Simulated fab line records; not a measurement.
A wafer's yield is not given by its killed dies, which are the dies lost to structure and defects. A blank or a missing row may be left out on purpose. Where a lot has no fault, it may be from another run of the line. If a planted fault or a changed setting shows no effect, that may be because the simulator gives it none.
Split-lot trial || flow n5 finfet || on a route of 1938 steps: 7 lots, 21 wafers read

== ON THE SPLIT ==
At N5_PASSIVATION_EXPOSE_07 (exposes mask TV, defocus 0 nm, target cd 3000 nm), the setting dose mj was moved away from the recipe's 22.75 on 5 of the 21 wafers read, by -3.4% to +5.0%. This setting was run at the recipe's value on the other wafers.

== FROM THE SPLIT TO THE READING: what the file shows between them, 3 steps ==
- N5_PASSIVATION_PEB_08
- N5_PASSIVATION_DEVELOP_09: develop time 60 s
- N5_PASSIVATION_HARDBAKE_11: time 120 s

== THE READING ==
cd nm at N5_PASSIVATION_CD_MEAS_10, given in nm (cd target 3000 nm). A value of 2999.9 nm with a standard deviation of 1.7 nm is what fault-free wafers of this fab line usually give.

{"wafer": "L074.1", "tool, chamber at the split": "krf scanner-02, 0", "dose mj as run": 22.75, "against the recipe": "recipe", "cd nm, nm": 3002.5, "against lot-mates on the recipe": "-"}
{"wafer": "L074.4", "tool, chamber at the split": "krf scanner-02, 0", "dose mj as run": 22.75, "against the recipe": "recipe", "cd nm, nm": 3001.4, "against lot-mates on the recipe": "-"}
{"wafer": "L074.5", "tool, chamber at the split": "krf scanner-02, 0", "dose mj as run": 22.75, "against the recipe": "recipe", "cd nm, nm": 2999.7, "against lot-mates on the recipe": "-"}
{"wafer": "L077.1", "tool, chamber at the split": "krf scanner-02, 0", "dose mj as run": 22.75, "against the recipe": "recipe", "cd nm, nm": 2997.9, "against lot-mates on the recipe": "-"}
{"wafer": "L077.3", "tool, chamber at the split": "krf scanner-02, 0", "dose mj as run": 23.3, "against the recipe": "+2.4%", "cd nm, nm": 3005.3, "against lot-mates on the recipe": "+5.2"}
{"wafer": "L077.5", "tool, chamber at the split": "krf scanner-02, 0", "dose mj as run": 22.75, "against the recipe": "recipe", "cd nm, nm": 3002.3, "against lot-mates on the recipe": "-"}
{"wafer": "L079.2", "tool, chamber at the split": "krf scanner-02, 0", "dose mj as run": 22.75, "against the recipe": "recipe", "cd nm, nm": 2996.9, "against lot-mates on the recipe": "-"}
{"wafer": "L079.4", "tool, chamber at the split": "krf scanner-02, 0", "dose mj as run": 22.75, "against the recipe": "recipe", "cd nm, nm": 2997.8, "against lot-mates on the recipe": "-"}
{"wafer": "L079.6", "tool, chamber at the split": "krf scanner-02, 0", "dose mj as run": 22.75, "against the recipe": "recipe", "cd nm, nm": 2999.5, "against lot-mates on the recipe": "-"}
{"wafer": "L080.2", "tool, chamber at the split": "krf scanner-02, 0", "dose mj as run": 22.75, "against the recipe": "recipe", "cd nm, nm": 3000.1, "against lot-mates on the recipe": "-"}
{"wafer": "L080.4", "tool, chamber at the split": "krf scanner-02, 0", "dose mj as run": 23.89, "against the recipe": "+5.0%", "cd nm, nm": 3010.6, "against lot-mates on the recipe": "+9.7"}
{"wafer": "L080.5", "tool, chamber at the split": "krf scanner-02, 0", "dose mj as run": 22.75, "against the recipe": "recipe", "cd nm, nm": 3001.7, "against lot-mates on the recipe": "-"}
{"wafer": "L083.1", "tool, chamber at the split": "krf scanner-01, 0", "dose mj as run": 22.75, "against the recipe": "recipe", "cd nm, nm": 3002.3, "against lot-mates on the recipe": "-"}
{"wafer": "L083.4", "tool, chamber at the split": "krf scanner-01, 0", "dose mj as run": 23.56, "against the recipe": "+3.6%", "cd nm, nm": 3007.5, "against lot-mates on the recipe": "+6.5"}
{"wafer": "L083.6", "tool, chamber at the split": "krf scanner-01, 0", "dose mj as run": 22.75, "against the recipe": "recipe", "cd nm, nm": 2999.7, "against lot-mates on the recipe": "-"}
{"wafer": "L094.1", "tool, chamber at the split": "krf scanner-02, 0", "dose mj as run": 22.75, "against the recipe": "recipe", "cd nm, nm": 3002.0, "against lot-mates on the recipe": "-"}
{"wafer": "L094.3", "tool, chamber at the split": "krf scanner-02, 0", "dose mj as run": 22.75, "against the recipe": "recipe", "cd nm, nm": 2999.9, "against lot-mates on the recipe": "-"}
{"wafer": "L094.6", "tool, chamber at the split": "krf scanner-02, 0", "dose mj as run": 22.75, "against the recipe": "recipe", "cd nm, nm": 3001.6, "against lot-mates on the recipe": "-"}
{"wafer": "L095.2", "tool, chamber at the split": "krf scanner-01, 0", "dose mj as run": 22.75, "against the recipe": "recipe", "cd nm, nm": 3000.6, "against lot-mates on the recipe": "-"}
{"wafer": "L095.3", "tool, chamber at the split": "krf scanner-01, 0", "dose mj as run": 21.98, "against the recipe": "-3.4%", "cd nm, nm": 2994.9, "against lot-mates on the recipe": -5.7}
{"wafer": "L095.5", "tool, chamber at the split": "krf scanner-01, 0", "dose mj as run": 21.98, "against the recipe": "-3.4%", "cd nm, nm": 2994.9, "against lot-mates on the recipe": -5.7}

THE FIT
A straight line over all 21 wafers: cd nm changes by +1.88 nm for each +1% of dose mj; r = +0.91; the points scatter about the line by 1.6 nm.
The same after taking each lot's own level away (the mean of its wafers on the recipe; 21 wafers): +1.84 nm for each +1%; r = +0.95; scatter 1.2 nm.
According to that fit, moving dose mj by its largest amount changes the reading by 9.2 nm.
Across the lots, their own levels run from 2998.07 to 3001.20 nm, a range of 1.8 times the standard deviation given above.
Consequently the slope shifts little with the lot-to-lot level, the two slopes agreeing.
Check: +9.08 nm against its lot-mates is what the line predicts for one of the wafers moved furthest among these (+5.0%) when that wafer is left out of the fit. Against them it came out at +9.7 nm.

== FURTHER SPLITS ON THESE WAFERS ==
Other splits were also applied to these wafers ahead of the reading. Each is held against what the fit with the lots' levels taken away leaves over:
{"other split on the same wafers": "N5_BEOL_M13_COAT_04 spin rpm", "wafers away from the commonest value": 8, "r with cd nm (lot level and that fit taken away)": -0.24}
{"other split on the same wafers": "N5_BEOL_M14_EXPOSE_07 dose mj", "wafers away from the commonest value": 7, "r with cd nm (lot level and that fit taken away)": -0.02}
{"other split on the same wafers": "N5_BEOL_M14_SPUTTER_43 power w", "wafers away from the commonest value": 5, "r with cd nm (lot level and that fit taken away)": -0.06}
{"other split on the same wafers": "N5_BEOL_M15_ILD_DEP_00 time s", "wafers away from the commonest value": 8, "r with cd nm (lot level and that fit taken away)": "+0.08"}

== THE FILE'S OWN FIT ==
cd nm changes by +1.88 nm for each +1% of dose mj, r = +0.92.
